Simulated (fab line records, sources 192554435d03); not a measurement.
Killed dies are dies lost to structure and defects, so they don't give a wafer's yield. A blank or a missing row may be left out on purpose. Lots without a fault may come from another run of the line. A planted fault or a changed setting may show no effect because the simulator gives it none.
Split-lot experiment | flow n5_finfet | 7 lots, 21 wafers read, on a route of 1938 steps

THE SPLIT
At N5_BEOL_M1_COAT_61 (time 60 s, resist thk 60 nm), the setting spin_rpm was moved away from the recipe's 1500 rpm on 5 of the 21 wafers read, by -8.9% to +7.5%. The other wafers ran this setting at the recipe's value.

FROM THE SPLIT TO THE READING: what the file shows between them, 8 steps
- N5_BEOL_M1_COAT_62: time 60 s, resist thk 12 nm
- N5_BEOL_M1_COAT_73: time 60 s, resist thk 5 nm
- N5_BEOL_M1_ETCH_74: etches underlayer in N2/H2, target depth 6.5 nm, time 5.2 s
- N5_BEOL_M1_ETCH_63: etches SiARC in CF4, target depth 15.6 nm, time 26 s
- N5_BEOL_M1_ETCH_64: etches SOC in N2/H2, target depth 75 nm, overetch 15 nm, time 112.5 s
- N5_BEOL_M1_STRIP_65: strips in N2/H2
- N5_BEOL_M1_STRIP_75: strips in N2/H2
- N5_BEOL_M1_STRIP_66: strips in CF4

THE READING
SOC_of_BEOL_M1_COAT_61.thk_nm (the simulator's own value, which no gauge read), in nm, at N5_BEOL_M1_HM_OPEN_17 (chemistry Cl2/BCl3, target TiN, target depth 20 nm, overetch 6 nm). The file gives no usual value for it. The 16 wafers here that ran the recipe average 52.0 nm, standard deviation 0.25 nm.

wafer  | tool, chamber at the split | spin_rpm as run, rpm | against the recipe | SOC_of_BEOL_M1_COAT_61.thk_nm, nm | against lot-mates on the recipe
L083.3 | litho_track-02, 0          | 1500                 | recipe             | 51.8                              | -
L083.4 | litho_track-02, 0          | 1500                 | recipe             | 51.8                              | -
L083.5 | litho_track-02, 0          | 1500                 | recipe             | 52                                | -
L086.1 | litho_track-04, 0          | 1613                 | +7.5%              | 49.6                              | -1.8
L086.5 | litho_track-04, 0          | 1613                 | +7.5%              | 49.6                              | -1.8
L086.2 | litho_track-04, 0          | 1500                 | recipe             | 51.4                              | -
L087.1 | litho_track-04, 0          | 1500                 | recipe             | 52.2                              | -
L087.2 | litho_track-04, 0          | 1500                 | recipe             | 52                                | -
L087.6 | litho_track-04, 0          | 1500                 | recipe             | 52.4                              | -
L089.3 | litho_track-04, 0          | 1500                 | recipe             | 51.8                              | -
L089.6 | litho_track-04, 0          | 1500                 | recipe             | 51.8                              | -
L089.5 | litho_track-04, 0          | 1500                 | recipe             | 52.2                              | -
L090.2 | litho_track-04, 0          | 1500                 | recipe             | 51.8                              | -
L090.6 | litho_track-04, 0          | 1500                 | recipe             | 51.8                              | -
L090.3 | litho_track-04, 0          | 1500                 | recipe             | 52.2                              | -
L092.1 | litho_track-05, 0          | 1500                 | recipe             | 52.2                              | -
L092.2 | litho_track-05, 0          | 1367                 | -8.9%              | 55.2                              | +3.0
L092.5 | litho_track-05, 0          | 1367                 | -8.9%              | 55.2                              | +3.0
L096.1 | litho_track-04, 0          | 1500                 | recipe             | 52.2                              | -
L096.5 | litho_track-04, 0          | 1500                 | recipe             | 52.2                              | -
L096.3 | litho_track-04, 0          | 1409                 | -6.1%              | 54.2                              | +2.0

THE FIT
A straight line over all 21 wafers: SOC_of_BEOL_M1_COAT_61.thk_nm changes by -0.345 nm for each +1% of spin_rpm; r = -0.98; the points scatter about the line by 0.24 nm.
The same after taking each lot's own level away (the mean of its wafers on the recipe; 21 wafers): -0.298 nm for each +1%; r = -0.98; scatter 0.21 nm.
On that fit, the largest move of spin_rpm shifts the reading by 2.6 nm.
The lots' own levels span 51.40 to 52.20 nm, that is 3.2 times the standard deviation above.
So the lot-to-lot level changes the slope: the two fits differ.
Check: with one of the wafers moved furthest among these (-8.9%) left out of the fit, the line predicts +2.62 nm for it against its lot-mates. It came out at +3 nm against them.

THE WHOLE CHAIN: every reading that the file lists as answering this split, in the file's order
step                  | what it does                                                          | reading                                                                        | change (the file's fit)               | r (the file's)
N5_BEOL_M1_COAT_61    | time 60 s, resist thk 60 nm                                           | SOC_of_BEOL_M1_COAT_61.thk_nm (the simulator's own value, which no gauge read) | -0.283 nm for each +1% of the setting | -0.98
N5_BEOL_M1_ETCH_64    | etches SOC in N2/H2, target depth 75 nm, overetch 15 nm, time 112.5 s | etch.depth_nm (the simulator's own value, which no gauge read)                 | -0.29 nm for each +1% of the setting  | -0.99
N5_BEOL_M1_HM_OPEN_17 | chemistry Cl2/BCl3, target TiN, target depth 20 nm, overetch 6 nm     | SOC_of_BEOL_M1_COAT_61.thk_nm (the simulator's own value, which no gauge read) | -0.304 nm for each +1% of the setting | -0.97

THE FILE'S OWN FIT
SOC_of_BEOL_M1_COAT_61.thk_nm changes by -0.304 nm for each +1% of spin_rpm, r = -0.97.
